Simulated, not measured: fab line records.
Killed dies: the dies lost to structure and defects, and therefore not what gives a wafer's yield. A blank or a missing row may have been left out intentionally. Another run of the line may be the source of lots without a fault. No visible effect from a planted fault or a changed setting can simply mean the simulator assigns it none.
Split-lot trial    flow n5Finfet    21 wafers read across 7 lots, on a route 1938 steps long

## SPLIT DETAILS
At N5_WELL_APT_COAT_02 (resist thk 950 nm), the setting spinRpm was moved away from the recipe's 1357 rpm on 6 of the 21 wafers read, by -7.4% to +2.9%. For the rest of the wafers, this setting stayed at what the recipe calls for.

The reading is taken at the split's own step.

## THE READING
coat_of_WELL_APT_COAT_02.thkNm (the simulator's own value, which no gauge read), in nm, at N5_WELL_APT_COAT_02 (resist thk 950 nm). There is no usual value for it anywhere in the file. The 15 wafers here that ran the recipe average 950.0 nm, standard deviation 2.6 nm.

wafer   tool, chamber at the split  spinRpm as run, rpm  against the recipe  coat_of_WELL_APT_COAT_02.thkNm, nm  against lot-mates on the recipe
L074.1  lithoTrack-05, 0            1257                 -7.4%               985.9                               +36.2
L074.3  lithoTrack-05, 0            1357                 recipe              949.7                               -
L074.5  lithoTrack-05, 0            1257                 -7.4%               988.5                               +38.8
L075.2  lithoTrack-05, 0            1357                 recipe              949.4                               -
L075.5  lithoTrack-05, 0            1357                 recipe              949.4                               -
L075.3  lithoTrack-05, 0            1357                 recipe              946.2                               -
L079.2  lithoTrack-01, 0            1357                 recipe              950.4                               -
L079.3  lithoTrack-01, 0            1357                 recipe              951.1                               -
L079.4  lithoTrack-01, 0            1357                 recipe              950.8                               -
L080.1  lithoTrack-03, 0            1357                 recipe              949.1                               -
L080.2  lithoTrack-03, 0            1357                 recipe              947.1                               -
L080.6  lithoTrack-03, 0            1357                 recipe              948.6                               -
L083.1  lithoTrack-05, 0            1396                 +2.9%               934.5                               -12.5
L083.3  lithoTrack-05, 0            1357                 recipe              947                                 -
L083.6  lithoTrack-05, 0            1396                 +2.9%               935.5                               -11.5
L084.1  lithoTrack-01, 0            1357                 recipe              955                                 -
L084.2  lithoTrack-01, 0            1357                 recipe              953.5                               -
L084.3  lithoTrack-01, 0            1357                 recipe              954.5                               -
L096.1  lithoTrack-05, 0            1303                 -4.0%               966.5                               +18.9
L096.3  lithoTrack-05, 0            1303                 -4.0%               967.5                               +19.9
L096.4  lithoTrack-05, 0            1357                 recipe              947.6                               -

THE FIT
A straight line over all 21 wafers: coat_of_WELL_APT_COAT_02.thkNm changes by -4.94 nm for each +1% of spinRpm; r = -0.98; the points scatter about the line by 2.5 nm.
The same after taking each lot's own level away (the mean of its wafers on the recipe; 21 wafers): -4.92 nm for each +1%; r = -1.00; scatter 1.2 nm.
On that fit, the largest move of spinRpm shifts the reading by 36 nm.
The span of the lots' own levels, 947.00 to 954.33 nm, comes to 2.8 times the standard deviation stated above.
Consequently the slope shifts little with the lot-to-lot level, the two slopes agreeing.
Check: +36.7 nm against its lot-mates is what the line predicts for one of the wafers moved furthest among these (-7.4%) when that wafer is left out of the fit. Against them it came out at +36.2 nm.

## THESE WAFERS: OTHER SPLITS
Other splits were also applied to these wafers ahead of the reading. Each is held against what the fit with the lots' levels taken away leaves over:
other split on the same wafers  wafers away from the commonest value  r with coat_of_WELL_APT_COAT_02.thkNm (lot level and that fit taken away)
N5_ZERO_LAYER_EXPOSE_08 doseMj  8                                     +0.08

## FILE'S OWN FIT
coat_of_WELL_APT_COAT_02.thkNm changes by -4.95 nm for each +1% of spinRpm, r = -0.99.
